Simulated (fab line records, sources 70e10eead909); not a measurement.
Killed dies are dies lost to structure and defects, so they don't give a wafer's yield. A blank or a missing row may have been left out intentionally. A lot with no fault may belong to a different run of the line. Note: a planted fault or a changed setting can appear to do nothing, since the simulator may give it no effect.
Which tool did it? / flow nandHarc / 13 lots with 39 wafers sampled at 5 steps, on a route of 1302 steps

== WHAT EACH GAUGE READ, for each wafer ==
NHARC_END_SORT_01. Usual: killedAtArray 53, standard deviation 21; killedAtOther 0.8, standard deviation 1.1; killedAtPeriphery 4.2, standard deviation 2.7; killedDies 58, standard deviation 22; killedOpen 3.4, standard deviation 1.9; killedShort 2.5, standard deviation 1.6.
lot=L170; measured=day 27 06:28; on=prober-02; killedAtArray=58 46 51; killedAtOther=1 1 1; killedAtPeriphery=4 5 6; killedDies=63 52 58; killedOpen=2 3 1; killedShort=3 2 1; flag=
lot=L172; measured=day 27 23:43; on=prober-01; killedAtArray=53 49 50; killedAtOther=1 1 1; killedAtPeriphery=3 7 11; killedDies=57 57 62; killedOpen=3 3 4; killedShort=3 1 7; flag=
lot=L173; measured=day 28 04:24; on=prober-02; killedAtArray=70 84 75; killedAtOther=5 3 0; killedAtPeriphery=7 1 4; killedDies=82 88 79; killedOpen=4 4 4; killedShort=2 2 1; flag=
lot=L180; measured=day 31 13:07; on=prober-01; killedAtArray=51 71; killedAtOther=0 1; killedAtPeriphery=6 4; killedDies=57 76; killedOpen=4 1; killedShort=2 2; flag=
lot=L187; measured=day 33 21:02; on=prober-02; killedAtArray=82 76 61; killedAtOther=0 0 0; killedAtPeriphery=3 3 0; killedDies=85 79 61; killedOpen=4 3 3; killedShort=0 3 1; flag=

== EACH LOT AND THE TOOL THAT RAN IT (in order: tool; ch and the chambers of the sampled wafers; start) ==
lot=L164; NHARC_A_CONTACT_ETCH_120=harCapEtch-02 ch 0,1, day 21 11:43; NHARC_A_CONTACT_ETCH_123=harCapEtch-02 ch 0,1, day 21 12:14; NHARC_A_CONTACT_ETCH_90=rieDiel-08 ch 1,3, day 21 13:13; NHARC_A_CONTACT_SOFTBAKE_64=lithoTrack-04 ch 0, day 21 22:00
lot=L166; NHARC_A_CONTACT_ETCH_120=harCapEtch-03 ch 0,1, day 21 23:27; NHARC_A_CONTACT_ETCH_123=harCapEtch-03 ch 0,1, day 22 00:05; NHARC_A_CONTACT_ETCH_90=rieDiel-04 ch 1,2,3, day 22 00:55; NHARC_A_CONTACT_SOFTBAKE_64=lithoTrack-06 ch 0, day 22 07:00
lot=L170; NHARC_A_CONTACT_ETCH_120=harCapEtch-03 ch 0,1, day 23 23:49; NHARC_A_CONTACT_ETCH_123=harCapEtch-03 ch 0,1, day 24 00:44; NHARC_A_CONTACT_ETCH_90=rieDiel-04 ch 1,2,3, day 24 01:35; NHARC_A_CONTACT_SOFTBAKE_64=lithoTrack-04 ch 0, day 24 08:00
lot=L172; NHARC_A_CONTACT_ETCH_120=harCapEtch-03 ch 0,1, day 25 05:54; NHARC_A_CONTACT_ETCH_123=harCapEtch-03 ch 0,1, day 25 06:25; NHARC_A_CONTACT_ETCH_90=rieDiel-08 ch 0,1,2, day 25 07:24; NHARC_A_CONTACT_SOFTBAKE_64=lithoTrack-06 ch 0, day 25 12:00
lot=L173; NHARC_A_CONTACT_ETCH_120=harCapEtch-01 ch 0,1, day 25 07:08; NHARC_A_CONTACT_ETCH_123=harCapEtch-01 ch 0,1, day 25 07:38; NHARC_A_CONTACT_ETCH_90=rieDiel-08 ch 1,3, day 25 08:37; NHARC_A_CONTACT_SOFTBAKE_64=lithoTrack-04 ch 0, day 25 13:00
lot=L175; NHARC_A_CONTACT_ETCH_120=harCapEtch-01 ch 0,1, day 26 10:30; NHARC_A_CONTACT_ETCH_123=harCapEtch-01 ch 0,1, day 26 11:04; NHARC_A_CONTACT_ETCH_90=rieDiel-08 ch 0,2,3, day 26 11:59; NHARC_A_CONTACT_SOFTBAKE_64=lithoTrack-06 ch 0, day 26 19:00
lot=L176; NHARC_A_CONTACT_ETCH_120=harCapEtch-01 ch 0,1, day 27 03:17; NHARC_A_CONTACT_ETCH_123=harCapEtch-01 ch 0,1, day 27 03:51; NHARC_A_CONTACT_ETCH_90=rieDiel-01 ch 0,3, day 27 04:44; NHARC_A_CONTACT_SOFTBAKE_64=lithoTrack-04 ch 0, day 27 12:00
lot=L177; NHARC_A_CONTACT_ETCH_120=harCapEtch-02 ch 0,1, day 27 07:25; NHARC_A_CONTACT_ETCH_123=harCapEtch-02 ch 0,1, day 27 07:59; NHARC_A_CONTACT_ETCH_90=rieDiel-01 ch 0,1,3, day 27 08:53; NHARC_A_CONTACT_SOFTBAKE_64=lithoTrack-01 ch 0, day 27 13:00
lot=L180; NHARC_A_CONTACT_ETCH_120=harCapEtch-01 ch 0,1, day 28 10:28; NHARC_A_CONTACT_ETCH_123=harCapEtch-01 ch 0,1, day 28 10:59; NHARC_A_CONTACT_ETCH_90=rieDiel-04 ch 0,2,3, day 28 11:58; NHARC_A_CONTACT_SOFTBAKE_64=lithoTrack-06 ch 0, day 28 23:00
lot=L184; NHARC_A_CONTACT_ETCH_120=harCapEtch-01 ch 0,1, day 30 05:17; NHARC_A_CONTACT_ETCH_123=harCapEtch-01 ch 0,1, day 30 05:52; NHARC_A_CONTACT_ETCH_90=rieDiel-08 ch 0,2,3, day 30 06:46; NHARC_A_CONTACT_SOFTBAKE_64=lithoTrack-04 ch 0, day 30 11:00
lot=L185; NHARC_A_CONTACT_ETCH_120=harCapEtch-02 ch 0, day 30 07:23; NHARC_A_CONTACT_ETCH_123=harCapEtch-02 ch 0, day 30 07:54; NHARC_A_CONTACT_ETCH_90=rieDiel-08 ch 0,2,3, day 30 08:53; NHARC_A_CONTACT_SOFTBAKE_64=lithoTrack-04 ch 0, day 30 13:00
lot=L187; NHARC_A_CONTACT_ETCH_120=harCapEtch-01 ch 0,1, day 31 00:57; NHARC_A_CONTACT_ETCH_123=harCapEtch-01 ch 0,1, day 31 01:28; NHARC_A_CONTACT_ETCH_90=rieDiel-04 ch 1,2, day 31 02:27; NHARC_A_CONTACT_SOFTBAKE_64=lithoTrack-06 ch 0, day 31 07:00
lot=L186; NHARC_A_CONTACT_ETCH_120=harCapEtch-02 ch 0,1, day 31 06:13; NHARC_A_CONTACT_ETCH_123=harCapEtch-02 ch 0,1, day 31 06:44; NHARC_A_CONTACT_ETCH_90=rieDiel-04 ch 1,3, day 31 07:43; NHARC_A_CONTACT_SOFTBAKE_64=lithoTrack-01 ch 0, day 31 12:00
- NHARC_A_CONTACT_ETCH_120: etches the open film in C4F8/O2/Ar, time 190 s, target depth 1850 nm.
- NHARC_A_CONTACT_ETCH_123: etches the open film in C4F8/O2/Ar, time 490 s, target depth 2110 nm.
- NHARC_A_CONTACT_ETCH_90: etches the open film in CH3F/O2, target depth 40 nm, time 85.7 s.
- NHARC_A_CONTACT_SOFTBAKE_64: time 55 s.

== WHAT THE TOOLS THEMSELVES READ (means of the sampled wafers that have a number; where no wafer has one, the mark that the record gives instead) ==
NHARC_A_CONTACT_ETCH_90. Usual: drypumpMotorCurrentA 5.9 A, standard deviation 0.49; oesProductAu 0.95 a.u., standard deviation 0.036; rfVppV 244.1 V, standard deviation 1.5; showerheadPlenumPTorr 2.45 Torr, standard deviation 0.11; throttleValvePct 20.664 %, standard deviation 0.0093.
lot=L164; tool=rieDiel-08; drypumpMotorCurrentA (A)=6.6; oesProductAu (a.u.)=0.94; rfVppV (V)=243.7; showerheadPlenumPTorr (Torr)=2.42; throttleValvePct (%)=20.668; flag=
lot=L166; tool=rieDiel-04; drypumpMotorCurrentA (A)=5.4; oesProductAu (a.u.)=0.93; rfVppV (V)=244.1; showerheadPlenumPTorr (Torr)=2.44; throttleValvePct (%)=20.672; flag=
lot=L170; tool=rieDiel-04; drypumpMotorCurrentA (A)=5.4; oesProductAu (a.u.)=1.01; rfVppV (V)=245.6; showerheadPlenumPTorr (Torr)=2.56; throttleValvePct (%)=20.666; flag=
lot=L172; tool=rieDiel-08; drypumpMotorCurrentA (A)=6.0; oesProductAu (a.u.)=0.97; rfVppV (V)=244.2; showerheadPlenumPTorr (Torr)=2.39; throttleValvePct (%)=20.657; flag=
lot=L173; tool=rieDiel-08; drypumpMotorCurrentA (A)=6.6; oesProductAu (a.u.)=0.93; rfVppV (V)=243.8; showerheadPlenumPTorr (Torr)=2.42; throttleValvePct (%)=20.666; flag=
lot=L175; tool=rieDiel-08; drypumpMotorCurrentA (A)=5.9; oesProductAu (a.u.)=0.92; rfVppV (V)=243.6; showerheadPlenumPTorr (Torr)=2.39; throttleValvePct (%)=20.663; flag=
lot=L176; tool=rieDiel-01; drypumpMotorCurrentA (A)=5.8; oesProductAu (a.u.)=1.00; rfVppV (V)=242.5; showerheadPlenumPTorr (Torr)=2.35; throttleValvePct (%)=20.674; flag=
lot=L177; tool=rieDiel-01; drypumpMotorCurrentA (A)=5.7; oesProductAu (a.u.)=0.92; rfVppV (V)=243.2; showerheadPlenumPTorr (Torr)=2.43; throttleValvePct (%)=20.667; flag=
lot=L180; tool=rieDiel-04; drypumpMotorCurrentA (A)=5.7; oesProductAu (a.u.)=1.01; rfVppV (V)=245.7; showerheadPlenumPTorr (Torr)=2.62; throttleValvePct (%)=20.657; flag=
lot=L184; tool=rieDiel-08; drypumpMotorCurrentA (A)=5.9; oesProductAu (a.u.)=0.99; rfVppV (V)=243.0; showerheadPlenumPTorr (Torr)=2.38; throttleValvePct (%)=20.672; flag=
lot=L185; tool=rieDiel-08; drypumpMotorCurrentA (A)=5.9; oesProductAu (a.u.)=1.01; rfVppV (V)=243.3; showerheadPlenumPTorr (Torr)=2.38; throttleValvePct (%)=20.667; flag=
lot=L187; tool=rieDiel-04; drypumpMotorCurrentA (A)=5.3; oesProductAu (a.u.)=1.01; rfVppV (V)=245.5; showerheadPlenumPTorr (Torr)=2.52; throttleValvePct (%)=20.667; flag=
lot=L186; tool=rieDiel-04; drypumpMotorCurrentA (A)=5.6; oesProductAu (a.u.)=0.93; rfVppV (V)=246.0; showerheadPlenumPTorr (Torr)=2.55; throttleValvePct (%)=20.667; flag=

NHARC_A_CONTACT_SOFTBAKE_64. Usual: heaterPowerTotalW 188.47 W, standard deviation 0.15.
lot=L164; tool=lithoTrack-04; heaterPowerTotalW (W)=188.40; flag=
lot=L166; tool=lithoTrack-06; heaterPowerTotalW (W)=188.37; flag=
lot=L170; tool=lithoTrack-04; heaterPowerTotalW (W)=188.54; flag=
lot=L172; tool=lithoTrack-06; heaterPowerTotalW (W)=188.53; flag=
lot=L173; tool=lithoTrack-04; heaterPowerTotalW (W)=188.41; flag=
lot=L175; tool=lithoTrack-06; heaterPowerTotalW (W)=188.63; flag=
lot=L176; tool=lithoTrack-04; heaterPowerTotalW (W)=188.46; flag=
lot=L177; tool=lithoTrack-01; heaterPowerTotalW (W)=188.40; flag=
lot=L180; tool=lithoTrack-06; heaterPowerTotalW (W)=188.53; flag=
lot=L184; tool=lithoTrack-04; heaterPowerTotalW (W)=278.11; flag=OFF
lot=L185; tool=lithoTrack-04; heaterPowerTotalW (W)=233.36; flag=OFF
lot=L187; tool=lithoTrack-06; heaterPowerTotalW (W)=188.34; flag=
lot=L186; tool=lithoTrack-01; heaterPowerTotalW (W)=188.47; flag=

== THE ANSWER, worked out from the rows above alone ==
Rule: a lot is off if the mean of its wafers that have a number lies more than 3 standard deviations from the usual mean. Also off: a lot with no number at a reading for which 4 or more lots have one. All remaining lots with rows at the step are treated as sound. After the gauges, taken in route order, come the tools' own readings; for these a lot's mean is taken, as printed above. The first step at which some lot is off is used, and at that step the reading that is off furthest; a lot without a number counts as furthest.
Off: L184, L185, at NHARC_A_CONTACT_SOFTBAKE_64 (heaterPowerTotalW).
If a tool, at that step or one of the process steps before it, ran each lot that is off and ran no sound lot following the first of them, it fits. This does not decide it: 2 tools fit, namely rieDiel-08 at NHARC_A_CONTACT_ETCH_90 and lithoTrack-04 at NHARC_A_CONTACT_SOFTBAKE_64.

== WHAT THE SIMULATOR HAD PUT IN ==
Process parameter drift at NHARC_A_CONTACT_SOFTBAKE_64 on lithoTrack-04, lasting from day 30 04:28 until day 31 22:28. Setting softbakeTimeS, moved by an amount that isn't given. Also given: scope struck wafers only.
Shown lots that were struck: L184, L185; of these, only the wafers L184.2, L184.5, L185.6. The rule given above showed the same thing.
